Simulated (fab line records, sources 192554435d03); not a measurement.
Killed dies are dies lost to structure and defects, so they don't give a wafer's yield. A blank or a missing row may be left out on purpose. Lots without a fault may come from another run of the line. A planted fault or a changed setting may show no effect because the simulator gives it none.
fab line records | flow n5_finfet
record lots=7 wafers=21
route steps=1938 shown BEOL_M1@770 BEOL_M2@869 BEOL_M3@974
start_h: hours from the record's first day to the start of the lot's first wafer shown | wait_h: hours since the lot's step before | " the same as in the row above | L1.1+2: a row that stands for several wafers | - no value, or no start given | * or withheld: withheld | < > ~ a bound
route shown NAME@n: a module of which the file shows steps, and the number in the route of the first | usual: mean/standard deviation of fault-free wafers | same: alike in all rows | chamber/n: place in a boat | sites: the reading at each site | _std_site: their standard deviation | _edge_site: outer sites' mean less inner sites' | radius_mm: how far each site lies from the wafer's centre | mask NAME#n: copy n | behind: the tool/chamber that last shaped the wafer | hold: why the lot was held/for how many hours/how that ended | device: the transistor (n, p or np) that didn't switch | end of line: the same wafers' tests at the end of the route | a step without rows: its recipe alone | killed: dies lost to structure and defects at the first sort, not the wafer's yield | map: a wafer's dies, x killed, . not, _ none there
set.NAME: the setting as run; set.NAME@STEP: as run at that earlier step | model.NAME: the simulator's own value behind a step, which no gauge read
lots whose settings were changed on purpose; a table a step, a row a wafer
## steps
# step N5_BEOL_M1_ETCH_64
# recipe chemistry=N2/H2 target=SOC target_depth_a=750 overetch_a=150 mask_material=SiARC temp_c=40 time_s=112.5 ion_energy_ev=200 pressure_mtorr=30 source_w=840 bias_w=150 n2_flow_sccm=200 h2_flow_sccm=200
# usual rf_vpp_V=523.3/2.8
# columns lot.wafer tool chamber start_h wait_h set.bias_w rf_vpp_V model.SiARC_of_BEOL_M1_COAT_62.thk_nm
L078.2 rie_diel-01 0 143.89 0.0 131.8 485.1 7.6
L078.3 " 3 " " 150 520.5 6.6
L078.4 " 2 " " 150 524.6 6.8
L082.1 rie_diel-01 3 173.97 0.0 150 522.3 6.6
L082.4 " 1 " " 150 525.8 6.8
L082.5 " 1 " " 150 526.5 6.8
L085.3 rie_diel-03 1 197.34 0.0 150 516.8 6.8
L085.5 " 1 " " 150 517.4 6.8
L085.6 " 2 " " 150 522.8 6.8
L086.1 rie_diel-06 3 201.15 0.0 150 520.4 6.8
L086.3 " 0 " " 150 525.3 6.6
L086.4 " 2 " " 150 527.1 6.8
L094.2 rie_diel-01 3 238.30 0.0 173.9 573.0 5.8
L094.4 " 2 " " 150 521.6 7
L094.5 " 2 " " 173.9 573.5 6
L095.1 rie_diel-03 1 243.70 0.0 150 518.8 6.8
L095.3 " 0 " " 150 524.1 7
L095.6 " 0 " " 150 523.2 7
L096.3 rie_diel-01 0 249.24 0.0 150 524.0 6.6
L096.5 " 3 " " 150 522.0 6.8
L096.6 " 2 " " 150 521.8 6.8
# step N5_BEOL_M1_STRIP_65
# recipe chemistry=N2/H2 temp_c=40 n2_flow_sccm=200 h2_flow_sccm=200 rf_frequency_hz=6e+07
# step N5_BEOL_M1_STRIP_75
# recipe chemistry=N2/H2 temp_c=40 n2_flow_sccm=200 h2_flow_sccm=200 rf_frequency_hz=6e+07
# step N5_BEOL_M1_STRIP_66
# recipe chemistry=CF4 resist=SiARC power_w=300 bias_power_w=75 pressure_mtorr=50 cf4_flow_sccm=150 rf_frequency_hz=6e+07
# step N5_BEOL_M1_HM_OPEN_17
# recipe chemistry=Cl2/BCl3 target_depth_a=200 overetch_a=60 target=TiN mask_material=SOC ion_energy_ev=150 pressure_mtorr=10 icp_w=1000 bias_w=126 Cl2_flow_sccm=53.25 bcl3_flow_sccm=21.75 Ar_flow_sccm=25
# columns lot.wafer tool chamber start_h wait_h set.target_thk_a@BEOL_M1_HM_DEP_02 model.etch.depth_nm
L078.2 rie_metal-01 0 144.06 0.0 212.9 21.09
L078.3 " 0 " " 200 19.76
L078.4 " 1 " " 212.9 21.26
L082.1 rie_metal-01 1 174.15 0.0 200 19.84
L082.4 " 0 " " 200 19.75
L082.5 " 1 " " 200 19.91
L085.3 rie_metal-03 0 197.53 0.1 200 19.89
L085.5 " 1 " " 200 19.73
L085.6 " 0 " " 200 19.75
L086.1 rie_metal-01 0 201.32 0.0 179 17.57
L086.3 " 0 " " 179 17.4
L086.4 " 1 " " 200 19.78
L094.2 rie_metal-02 0 238.47 0.0 217.6 21.59
L094.4 " 0 " " 217.6 21.8
L094.5 " 0 " " 200 19.94
L095.1 rie_metal-03 0 243.86 0.0 200 19.54
L095.3 " 1 " " 200 19.68
L095.6 " 0 " " 200 19.55
L096.3 rie_metal-01 0 249.44 0.1 181.5 18.15
L096.5 " 1 " " 200 20.25
L096.6 " 0 " " 181.5 18.38
# step N5_BEOL_M2_COAT_76
# recipe resist=underlayer temp_c=205 time_s=60 spin_rpm=1500 resist_thk_nm=5
# columns lot.wafer tool chamber start_h wait_h set.spin_rpm
L078.2+3+4 litho_track-01 0 - - 1500
L082.1+4+5 litho_track-02 0 - - 1500
L085.3 litho_track-02 0 - - 1500
L085.5+6 " 0 " " 1580
L086.1 litho_track-01 0 - - 1401
L086.3+4 " 0 " " 1500
L094.2+4+5 litho_track-03 0 - - 1500
L095.1 litho_track-03 0 - - 1358
L095.3+6 " 0 " " 1500
L096.3+5+6 litho_track-03 0 - - 1500
# step N5_BEOL_M2_COAT_22
# recipe resist=CAR-EUV spin_rpm=1500 resist_thk_nm=30
# step N5_BEOL_M2_EBR_24
# recipe solvent=PGMEA ebr_width_mm=1.5
# step N5_BEOL_M2_DESCUM_33
# recipe chemistry=O2 time_s=7 source_power_w=50 bias_power_w=20 pressure_mtorr=20 rf_frequency_hz=2.712e+07 temp_c=40 resist=CAR-EUV o2_flow_sccm=225
# step N5_BEOL_M2_ETCH_77
# recipe chemistry=N2/H2 target=underlayer target_depth_a=65 mask_material=CAR-EUV time_s=5.2 ion_energy_ev=200 pressure_mtorr=30 source_w=840 bias_w=150 n2_flow_sccm=200 h2_flow_sccm=200 ends=cleared
# columns lot.wafer tool chamber start_h wait_h set.spin_rpm@BEOL_M2_COAT_76 model.etch.depth_nm
L078.2 rie_diel-05 1 154.19 0.0 1500 5.018
L078.3 " 0 " " 1500 5.02
L078.4 " 3 " " 1500 5.005
L082.1+5 rie_diel-02 2 183.71 0.0 1500 4.981
L082.4 " 3 " " 1500 4.982
L085.3 rie_diel-05 1 210.34 0.0 1500 4.994
L085.5 " 2 " " 1580 4.876
L085.6 " 3 " " 1580 4.877
L086.1 rie_diel-05 2 210.54 0.0 1401 5.187
L086.3+4 " 3,1 " " 1500 5.007
L094.2 rie_diel-04 1 249.60 0.0 1500 5.011
L094.4 " 2 " " 1500 5.022
L094.5 " 2 " " 1500 5.007
L095.1 rie_diel-04 3 257.03 0.0 1358 5.267
L095.3 " 2 " " 1500 5.011
L095.6 " 1 " " 1500 5
L096.3 rie_diel-04 0 264.97 0.0 1500 4.964
L096.5 " 0 " " 1500 4.971
L096.6 " 3 " " 1500 4.97
# step N5_BEOL_M2_ETCH_69
# recipe chemistry=CF4 target=SiARC target_depth_a=156 mask_material=CAR-EUV time_s=26 ion_energy_ev=80 pressure_mtorr=40 source_w=545 bias_w=36 Ar_flow_sccm=100 cf4_flow_sccm=100 ends=cleared
# usual etch_rf_on_time_s=25.9/0.35 rf_vpp_V=184.5/1.4
# columns lot.wafer tool chamber start_h wait_h set.bias_w etch_rf_on_time_s rf_vpp_V
L078.2 rie_diel-05 1 154.21 0.0 41.22 25.0 198.8
L078.3 " 0 " " 41.22 24.9 201.0
L078.4 " 3 " " 36 25.6 184.3
L082.1 rie_diel-02 2 183.73 0.0 36 26.1 184.5
L082.4 " 3 " " 36 26.5 184.2
L082.5 " 2 " " 36 26.2 183.2
L085.3 rie_diel-05 1 210.36 0.0 36 26.5 183.1
L085.5 " 2 " " 36 26.1 186.0
L085.6 " 3 " " 36 26.2 185.2
L086.1 rie_diel-05 2 210.56 0.0 29.96 27.4 164.1
L086.3 " 3 " " 36 25.7 184.8
L086.4 " 1 " " 36 26.2 183.6
L094.2 rie_diel-04 1 249.62 0.0 36 26.4 182.7
L094.4 " 2 " " 39.19 25.4 195.7
L094.5 " 2 " " 36 25.9 182.4
L095.1 rie_diel-04 3 257.05 0.0 36 25.6 183.9
L095.3 " 2 " " 36 25.8 183.3
L095.6 " 1 " " 36 26.3 182.6
L096.3 rie_diel-04 0 264.99 0.0 38.48 25.0 193.9
L096.5 " 0 " " 38.48 24.9 195.1
L096.6 " 3 " " 36 25.7 184.3
# step N5_BEOL_M2_TRENCH_ETCH_37
# recipe chemistry=C4F6/O2 target_depth_a=555.55 target=SiOC time_s=29.2 ion_energy_ev=250 pressure_mtorr=30 source_w=355 bias_w=185 Ar_flow_sccm=300 C4F6_flow_sccm=10 O2_flow_sccm=10
# columns lot.wafer tool chamber start_h wait_h set.time_s model.BEOL_M2.feature_depth_nm model.etch.depth_nm
L078.2 rie_diel-02 0 - - 29.2 56.6 56.51
L078.3 " 3 " " 24.49 45.8 45.81
L078.4 " 1 " " 29.2 55.8 55.79
L082.1 rie_diel-02 3 - - 29.2 53.8 53.75
L082.4 " 0 " " 29.2 56.4 56.36
L082.5 " 1 " " 29.2 55 55.06
L086.1 rie_diel-02 3 - - 27.34 51.2 51.22
L086.3 " 0 " " 27.34 53 52.97
L086.4 " 1 " " 29.2 55.6 55.53
L085.3+6 rie_diel-04 3,2 - - 29.2 55.8 55.8
L085.5 " 1 " " 23.5 43.8 43.89
L094.2 rie_diel-02 3 - - 29.2 54.2 54.1
L094.4 " 0 " " 23.36 44.6 44.57
L094.5 " 2 " " 23.36 45 44.93
L095.1 rie_diel-02 1 - - 27.35 51.4 51.47
L095.3 " 2 " " 27.35 52 52.09
L095.6 " 2 " " 29.2 55.8 55.77
L096.3 rie_diel-05 0 - - 29.2 54.8 54.71
L096.5 " 3 " " 29.2 55 55.09
L096.6 " 2 " " 23.36 44.4 44.36
# step N5_BEOL_M2_ETCH_41
# recipe chemistry=CH3F/O2 target=SiCN target_depth_a=299 taper_deg=2 time_s=52.5 ion_energy_ev=120 mask_material=TiN pressure_mtorr=30 source_w=395 bias_w=75 Ar_flow_sccm=150 CH3F_flow_sccm=30 O2_flow_sccm=20
# step N5_BEOL_M2_STRIP_97
# recipe chemistry=N2/H2 time_s=10 power_w=450 temp_c=40 pressure_mtorr=20 rf_frequency_hz=6e+07 bias_power_w=7 n2_flow_sccm=200 h2_flow_sccm=200
# step N5_BEOL_M2_OCD_MEAS_38
# usual trench_depth_nm=55.3/0.85
# columns lot.wafer tool chamber start_h wait_h set.time_s@BEOL_M2_TRENCH_ETCH_37 trench_depth_nm
L078.2 ocd-01 - 169.06 - 29.2 56.2
L078.3 " - " " 24.49 46.2
L078.4 " - " " 29.2 55.9
L082.1 ocd-02 - 204.95 - 29.2 53.9
L082.4 " - " " 29.2 56.7
L082.5 " - " " 29.2 54.9
L086.1 ocd-02 - 211.52 - 27.34 50.8
L086.3 " - " " 27.34 53.0
L086.4 " - " " 29.2 55.4
L085.3 ocd-01 - 221.98 - 29.2 55.3
L085.5 " - " " 23.5 43.8
L085.6 " - " " 29.2 55.6
L094.2 ocd-01 - 267.39 - 29.2 53.9
L094.4 " - " " 23.36 44.4
L094.5 " - " " 23.36 44.9
L095.1 ocd-02 - 270.88 - 27.35 51.8
L095.3 " - " " 27.35 52.4
L095.6 " - " " 29.2 56.2
L096.3 ocd-02 - 277.36 - 29.2 54.8
L096.5 " - " " 29.2 55.0
L096.6 " - " " 23.36 44.8
# step N5_BEOL_M2_ALD_84
# recipe material=TaN target_thk_a=* temp_c=275 ald_precursor_family=PDMAT ald_co_reactant=NH3 pressure_torr=3 carrier_flow_sccm=1500 pulse_time_s=2 purge_time_s=3 co_reactant_purge_time_s=2 co_reactant_pulse_time_s=3 ald_cycles=30 precursor_vessel_temp_c=75 precursor_vessel_pressure_torr=26.25 precursor_vessel_carrier_sccm=1000
# columns lot.wafer tool chamber start_h wait_h set.ald_cycles
L078.2+3+4 ald_metal-01 3,1,0 169.53 0.1 27
L082.1+4+5 ald_metal-03 2,1,1 205.98 0.0 30
L086.1+4 ald_metal-01 2,1 211.91 0.1 30
L086.3 " 0 " " 33
L085.3 ald_metal-03 1 222.36 0.1 27
L085.5+6 " 0,1 " " 30
L094.2+5 ald_metal-03 3,2 268.22 0.1 30
L094.4 " 0 " " 25
L095.1 ald_metal-02 2 271.40 0.0 30
L095.3+6 " 1,3 " " 34
L096.3+5+6 ald_metal-03 1,3,2 277.79 0.1 30
# step N5_BEOL_M2_SURFACE_TREAT_85
# recipe gas=Ar time_s=* ion_energy_ev=* ion_current_ma_cm2=0.5 pressure_mtorr=* ar_flow_sccm=30
# step N5_BEOL_M2_CVD_47
# recipe material=Co target_thk_a=30 temp_c=withheld precursor=CCTBA/H2 pressure_torr=30 time_s=223.8
# step N5_BEOL_M2_ECD_50
# recipe material=Cu target_thk_a=3000
# step N5_BEOL_M2_ANNEAL_51
# recipe temp_c=225 time_s=90 ambient=N2
# step N5_BEOL_M2_CMP_52
# recipe stop_on=SiOC t_overpolish_s=6.8 down_force_psi=1 platen_rpm=50 clearing_platen_down_force_psi=1.5 clearing_platen_rpm=50 post_cmp_clean=cu_alkaline target_thk_nm=40 clearing_platen_pad_velocity_m_s=0.99484 pad_velocity_m_s=0.99484
# columns lot.wafer tool chamber start_h wait_h set.time_s@BEOL_M2_TRENCH_ETCH_37 model.Cu_of_BEOL_M2_ECD_50.thk_nm
L078.4 cmp-01 1 173.49 0.1 29.2 39.2
L078.2 " 2 " " 29.2 40.8
L078.3 " 0 " " 24.49 29.4
L082.1 cmp-04 0 209.16 0.3 29.2 39.6
L082.4 " 1 " " 29.2 42.8
L082.5 " 3 " " 29.2 40.8
L086.1 cmp-04 2 216.59 0.5 27.34 36.4
L086.4 " 3 " " 29.2 40.2
L086.3 " 1 " " 27.34 37.6
L085.3 cmp-01 2 225.25 0.2 29.2 42.2
L085.5 " 0 " " 23.5 29.2
L085.6 " 1 " " 29.2 40.4
L094.4 cmp-03 3 271.31 0.2 23.36 29
L094.2 " 0 " " 29.2 37.4
L094.5 " 2 " " 23.36 31.2
L095.3 cmp-01 3 274.92 0.2 27.35 34.4
L095.1 " 0 " " 27.35 35.2
L095.6 " 0 " " 29.2 37.6
L096.3 cmp-01 3 280.68 0.2 29.2 39.8
L096.6 " 1 " " 23.36 28.8
L096.5 " 2 " " 29.2 40
# step N5_BEOL_M2_THK_MEAS_53
# recipe thk_meas_gauge=xrf reads=Cu_of_BEOL_M2_ECD_50
# usual M2_THK=39.6/1.4
# columns lot.wafer tool chamber start_h wait_h set.time_s@BEOL_M2_TRENCH_ETCH_37 M2_THK[nm]
L078.2 film_metro-02 - 173.79 - 29.2 40.5
L078.3 " - " " 24.49 29.2
L078.4 " - " " 29.2 38.9
L082.1 film_metro-02 - 209.42 - 29.2 39.5
L082.4 " - " " 29.2 42.8
L082.5 " - " " 29.2 40.5
L086.1 film_metro-02 - 216.89 - 27.34 36.4
L086.3 " - " " 27.34 37.5
L086.4 " - " " 29.2 40.2
L085.3 film_metro-01 - 225.47 - 29.2 42.3
L085.5 " - " " 23.5 29.2
L085.6 " - " " 29.2 40.6
L094.2 film_metro-02 - 271.52 - 29.2 37.4
L094.4 " - " " 23.36 28.9
L094.5 " - " " 23.36 31.1
L095.1 film_metro-01 - 275.21 - 27.35 34.9
L095.3 " - " " 27.35 34.3
L095.6 " - " " 29.2 37.3
L096.3 film_metro-02 - 280.90 - 29.2 39.8
L096.5 " - " " 29.2 40.0
L096.6 " - " " 23.36 28.9
# step N5_BEOL_M2_PRE_CLEAN_60
# recipe gas=NH3/H2 time_s=15 temp_c=* rf_power_w=300
# step N5_BEOL_M2_CO_CAP_55
# recipe material=Co target_thk_a=20 temp_c=200 precursor=CCTBA/H2 pressure_torr=30 time_s=102.1
# step N5_BEOL_M2_PRE_CLEAN_56
# recipe gas=NH3 time_s=15 temp_c=withheld rf_power_w=300
# step N5_BEOL_M2_DEP_57
# recipe material=SiCN target_thk_a=80 temp_c=withheld precursor=3MS/NH3 pressure_torr=3 rf_w=202 time_s=14
# step N5_BEOL_M2_RS_MEAS_58
# recipe thk_meas_gauge=four-point-probe reads=Co_of_BEOL_M2_CO_CAP_55+Cu_of_BEOL_M2_ECD_50+Co_of_BEOL_M2_CVD_47+TaN_of_BEOL_M2_ALD_84
# usual M2_RS=0.677/0.03
# columns lot.wafer tool chamber start_h wait_h set.time_s@BEOL_M2_TRENCH_ETCH_37 M2_RS[ohm/sq]
L078.2 film_metro-02 - 174.05 0.1 29.2 0.652
L078.3 " - " " 24.49 1.001
L078.4 " - " " 29.2 0.687
L082.1 film_metro-02 - 209.68 0.0 29.2 0.677
L082.4 " - " " 29.2 0.614
L082.5 " - " " 29.2 0.655
L086.1 film_metro-01 - 217.38 0.0 27.34 0.753
L086.3 " - " " 27.34 0.724
L086.4 " - " " 29.2 0.665
L085.3 film_metro-02 - 225.74 0.1 29.2 0.626
L085.5 " - " " 23.5 1.014
L085.6 " - " " 29.2 0.660
L094.2 film_metro-01 - 271.79 0.1 29.2 0.728
L094.4 " - " " 23.36 1.019
L094.5 " - " " 23.36 0.925
L095.1 film_metro-01 - 275.47 0.0 27.35 0.789
L095.3 " - " " 27.35 0.810
L095.6 " - " " 29.2 0.723
L096.3 film_metro-02 - 281.19 0.1 29.2 0.676
L096.5 " - " " 29.2 0.671
L096.6 " - " " 23.36 1.033
# step N5_BEOL_M3_ETCH_70
# recipe chemistry=N2/H2 target=SOC target_depth_a=800 overetch_a=160 mask_material=SiARC temp_c=40 time_s=120 ion_energy_ev=200 pressure_mtorr=30 source_w=840 bias_w=150 n2_flow_sccm=200 h2_flow_sccm=200
# columns lot.wafer tool chamber start_h wait_h set.time_s model.SiARC_of_BEOL_M3_COAT_68.thk_nm
L078.2+3 rie_diel-03 2,3 176.93 0.0 120 6.4
L078.4 " 3 " " 120 6.2
L082.1 rie_diel-06 1 214.42 0.0 120 6.2
L082.4+5 " 3,2 " " 120 6.4
L085.3+6 rie_diel-01 2,1 228.56 0.0 131.8 5.8
L085.5 " 2 " " 120 6.4
L086.1 rie_diel-03 3 228.92 0.0 120 6.4
L086.3+4 " 2,0 " " 138.4 5.6
L094.2+4 rie_diel-03 2 287.15 0.0 120 6.4
L094.5 " 0 " " 120 6.6
L095.1 rie_diel-03 2 292.58 0.0 120 6.4
L095.3 " 3 " " 96.28 7.4
L095.6 " 3 " " 120 6.2
L096.3+6 rie_diel-06 0,2 293.01 0.0 120 6.2
L096.5 " 3 " " 130.9 5.8
# step N5_BEOL_M3_TRENCH_ETCH_37
# recipe chemistry=C4F6/O2 target_depth_a=555.55 target=SiOC time_s=29.2 ion_energy_ev=250 pressure_mtorr=30 source_w=355 bias_w=185 Ar_flow_sccm=300 C4F6_flow_sccm=10 O2_flow_sccm=10
# columns lot.wafer tool chamber start_h wait_h set.time_s model.etch.depth_nm model.BEOL_M3.feature_depth_nm model.TiN_of_BEOL_M3_HM_DEP_02.thk_nm
L078.2 rie_diel-03 2 - - 23.34 43.7 43.8 18.6
L078.3 " 3 " " 29.2 54.72 54.8 18
L078.4 " 3 " " 23.34 43.68 43.6 18.4
L082.1 rie_diel-06 1 - - 29.2 57.12 57.2 17.8
L082.4 " 3 " " 29.2 54.7 54.6 17.8
L082.5 " 2 " " 29.2 55.19 55.2 18
L085.3 rie_diel-01 2 - - 35.14 66.12 66.2 16.8
L085.5 " 2 " " 35.14 66.55 66.6 17
L085.6 " 1 " " 29.2 55.27 55.2 17.4
L086.1 rie_diel-03 3 - - 26.32 49.19 49.2 18
L086.3 " 2 " " 29.2 54.97 55 17.8
L086.4 " 0 " " 26.32 49.26 49.2 18.2
L094.2 rie_diel-03 2 - - 29.2 54.47 54.4 17.4
L094.4 " 2 " " 29.2 54.46 54.4 17.4
L094.5 " 0 " " 29.2 53.96 54 17.4
L095.1 rie_diel-03 2 - - 23.02 42.88 42.8 18.2
L095.3 " 3 " " 23.02 44.36 44.4 18
L095.6 " 3 " " 29.2 56.11 56.2 17.6
L096.3 rie_diel-06 0 - - 29.2 56.73 56.8 17.6
L096.5 " 3 " " 29.2 54.82 54.8 17.6
L096.6 " 2 " " 29.2 55.41 55.4 17.8
# step N5_BEOL_M3_ETCH_41
# recipe chemistry=CH3F/O2 target=SiCN target_depth_a=299 taper_deg=2 time_s=52.5 ion_energy_ev=120 mask_material=TiN pressure_mtorr=30 source_w=395 bias_w=75 Ar_flow_sccm=150 CH3F_flow_sccm=30 O2_flow_sccm=20
# step N5_BEOL_M3_STRIP_97
# recipe chemistry=N2/H2 time_s=10 power_w=450 temp_c=40 pressure_mtorr=20 rf_frequency_hz=6e+07 bias_power_w=7 n2_flow_sccm=200 h2_flow_sccm=200
# step N5_BEOL_M3_OCD_MEAS_38
# usual trench_depth_nm=55.6/0.92
# columns lot.wafer tool chamber start_h wait_h set.time_s@BEOL_M3_TRENCH_ETCH_37 trench_depth_nm
L078.2 ocd-02 - 177.29 - 23.34 43.6
L078.3 " - " " 29.2 54.6
L078.4 " - " " 23.34 44.1
L082.1 ocd-02 - 214.77 - 29.2 57.2
L082.4 " - " " 29.2 54.9
L082.5 " - " " 29.2 55.2
L085.3 ocd-01 - 228.92 - 35.14 65.8
L085.5 " - " " 35.14 66.7
L085.6 " - " " 29.2 55.1
L086.1 ocd-02 - 229.27 - 26.32 49.4
L086.3 " - " " 29.2 55.2
L086.4 " - " " 26.32 49.2
L094.2 ocd-02 - 287.50 - 29.2 54.5
L094.4 " - " " 29.2 54.4
L094.5 " - " " 29.2 53.9
L095.1 ocd-01 - 292.93 - 23.02 43.3
L095.3 " - " " 23.02 44.3
L095.6 " - " " 29.2 55.7
L096.3 ocd-02 - 293.38 - 29.2 56.8
L096.5 " - " " 29.2 55.6
L096.6 " - " " 29.2 54.9
## key
split step=N5_BEOL_M1_ETCH_64 setting=bias_w stated=150 by=wafer
response step=N5_BEOL_M1_ETCH_64 reading=rf_vpp_V change=+3.18 per=1% r=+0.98
response step=N5_BEOL_M1_ETCH_64 reading=model.SiARC_of_BEOL_M1_COAT_62.thk_nm change=-0.0709 per=1% r=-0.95
split step=N5_BEOL_M2_COAT_76 setting=spin_rpm stated=1500 by=wafer
response step=N5_BEOL_M2_ETCH_77 reading=model.etch.depth_nm change=-0.0266 per=1% r=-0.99
split step=N5_BEOL_M2_ETCH_69 setting=bias_w stated=36 by=wafer
response step=N5_BEOL_M2_ETCH_69 reading=etch_rf_on_time_s change=* per=1% r=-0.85
response step=N5_BEOL_M2_ETCH_69 reading=rf_vpp_V change=+1.21 per=1% r=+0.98
split step=N5_BEOL_M2_TRENCH_ETCH_37 setting=time_s stated=29.2 by=wafer
response step=N5_BEOL_M2_TRENCH_ETCH_37 reading=model.BEOL_M2.feature_depth_nm change=+0.557 per=1% r=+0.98
response step=N5_BEOL_M2_TRENCH_ETCH_37 reading=model.etch.depth_nm change=+0.555 per=1% r=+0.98
response step=N5_BEOL_M2_OCD_MEAS_38 reading=trench_depth_nm change=+0.539 per=1% r=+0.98
response step=N5_BEOL_M2_CMP_52 reading=model.Cu_of_BEOL_M2_ECD_50.thk_nm change=+0.534 per=1% r=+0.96
response step=N5_BEOL_M2_THK_MEAS_53 reading=M2_THK change=+0.535 per=1% r=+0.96
response step=N5_BEOL_M2_RS_MEAS_58 reading=M2_RS change=-0.0168 per=1% r=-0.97
split step=N5_BEOL_M2_ALD_84 setting=ald_cycles stated=30 by=wafer
response none clear
split step=N5_BEOL_M3_ETCH_70 setting=time_s stated=120 by=wafer
response step=N5_BEOL_M3_ETCH_70 reading=model.SiARC_of_BEOL_M3_COAT_68.thk_nm change=-0.0541 per=1% r=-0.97
split step=N5_BEOL_M3_TRENCH_ETCH_37 setting=time_s stated=29.2 by=wafer
response step=N5_BEOL_M3_TRENCH_ETCH_37 reading=model.etch.depth_nm change=+0.563 per=1% r=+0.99
response step=N5_BEOL_M3_TRENCH_ETCH_37 reading=model.BEOL_M3.feature_depth_nm change=+0.569 per=1% r=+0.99
response step=N5_BEOL_M3_TRENCH_ETCH_37 reading=model.TiN_of_BEOL_M3_HM_DEP_02.thk_nm change=-0.0248 per=1% r=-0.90
response step=N5_BEOL_M3_OCD_MEAS_38 reading=trench_depth_nm change=+0.553 per=1% r=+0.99
split outside_this_file step=N5_BEOL_M1_HM_DEP_02 setting=target_thk_a
# split outside_this_file: this setting was split too, and the file shows its column; the key of that split is in another file
